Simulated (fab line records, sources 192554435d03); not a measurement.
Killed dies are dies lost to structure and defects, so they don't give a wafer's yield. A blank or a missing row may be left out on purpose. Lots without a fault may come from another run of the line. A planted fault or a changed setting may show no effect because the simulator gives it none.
One fault seen from 2 desks | flow n5_finfet | each desk has only its own numbers; what lay behind them comes last

THE METROLOGY DESK
What the gauges read, lot by lot, whatever tool the lot ran on: means of the sampled wafers that have a number. A lot is out of limits, marked OUT, if its mean lies more than 4 standard deviations from the usual mean; the brackets give that distance. Of its 11 readings 7 are shown: those that lie furthest out on some lot.
Columns: A = cd_nm at N5_BEOL_M1_CD_MEAS_28, usual 23.89 nm; B = DIBL_P at N5_BEOL_M4_RC_MEAS_101, usual 35.3 mV/V; C = ION_N at N5_BEOL_M4_RC_MEAS_101, usual 676 uA/um; D = ION_P at N5_BEOL_M4_RC_MEAS_101, usual 463 uA/um; E = SS_P at N5_BEOL_M4_RC_MEAS_101, usual 73.0 mV/dec; F = VT_N at N5_BEOL_M4_RC_MEAS_101, usual 250 mV; G = VT_P at N5_BEOL_M4_RC_MEAS_101, usual -249.8 mV
lot  | first seen here | A     | B    | C   | D   | E    | F   | G
L948 | day 6 02:23     | 24.00 | 39.3 | 697 | 478 | 72.9 | 242 | -246.0
L950 | day 6 15:09     | 23.91 | 36.1 | 675 | 464 | 73.4 | 249 | -248.1
L952 | day 6 23:52     | 23.80 | 36.8 | 671 | 458 | 74.0 | 250 | -250.8
L954 | day 7 13:04     | 23.77 | 38.0 | 666 | 457 | 73.2 | 250 | -249.2
L953 | day 7 16:49     | 23.46 | 36.3 | 689 | 474 | 73.3 | 249 | -247.9
L955 | day 7 18:44     | 24.23 | 34.5 | 673 | 460 | 73.0 | 251 | -250.6
L963 | day 10 01:08    | 24.20 | 35.7 | 685 | 466 | 73.4 | 249 | -252.2
L966 | day 10 16:05    | 23.67 | 36.0 | 679 | 472 | 73.0 | 249 | -248.5
L968 | day 11 08:05    | 24.14 | 32.5 | 663 | 461 | 72.7 | 255 | -250.6
L969 | day 11 17:45    | 23.88 | 34.1 | 675 | 455 | 72.5 | 251 | -252.8
This desk's finding: nothing out of limits on any of the 10 lots.

THE TOOL OWNER'S DESK: rie_diel-03
The tool's own readings at N5_BEOL_M1_ETCH_64 (etches SOC in N2/H2, target depth 75 nm, overetch 15 nm, time 112.5 s): means of the sampled wafers that have a number, for each lot that ran on this tool. A lot is out of limits, marked OUT, if its mean lies more than 4 standard deviations from the usual mean; the brackets give that distance.
Columns: A = drypump_motor_current_A at N5_BEOL_M1_ETCH_64, usual 5.74 A; B = oes_product_au at N5_BEOL_M1_ETCH_64, usual 0.63 a.u.; C = rf_fwd_power_W at N5_BEOL_M1_ETCH_64, usual 836.7 W; D = rf_vpp_V at N5_BEOL_M1_ETCH_64, usual 522.7 V; E = showerhead_plenum_p_Torr at N5_BEOL_M1_ETCH_64, usual 2.51 Torr; F = throttle_valve_pct at N5_BEOL_M1_ETCH_64, usual 17.85 %
lot  | first seen here | A    | B    | C                | D               | E    | F
L950 | day 6 14:26     | 5.96 | 0.58 | 834.1            | 520.8           | 2.44 | 17.83
L954 | day 7 12:23     | 6.25 | 0.66 | 837.0            | 521.0           | 2.45 | 17.63
L953 | day 7 16:08     | 5.82 | 0.59 | 1037.0 (+83) OUT | 484.4 (-15) OUT | 2.43 | 17.97
L955 | day 7 17:56     | 6.30 | 0.69 | 1036.8 (+83) OUT | 485.5 (-15) OUT | 2.46 | 17.61
L969 | day 11 13:58    | 6.06 | 0.61 | 836.7            | 521.1           | 2.44 | 17.83
This desk's finding: out of limits on L953, L955; first on L953, day 7 16:08 (rf_fwd_power_W at N5_BEOL_M1_ETCH_64). In limits: L950, L954, L969.

PUT TOGETHER
The tool owner's desk could have raised an alarm at day 7 16:08, on L953, L955.
The metrology desk saw nothing out of limits.
The metrology desk has L953, L955 on record, within its limits.
Of the lots named, all ran N5_BEOL_M1_ETCH_64 on rie_diel-03.

WHAT THE SIMULATOR HAD PUT IN
Process parameter drift: rie_diel-03, from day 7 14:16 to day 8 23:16, at N5_BEOL_M1_ETCH_64. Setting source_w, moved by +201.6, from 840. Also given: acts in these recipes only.
Lots struck among those shown: L953, L955.
Hours from the fault's start to each desk's first reading out of limits: the tool owner's desk, 2.
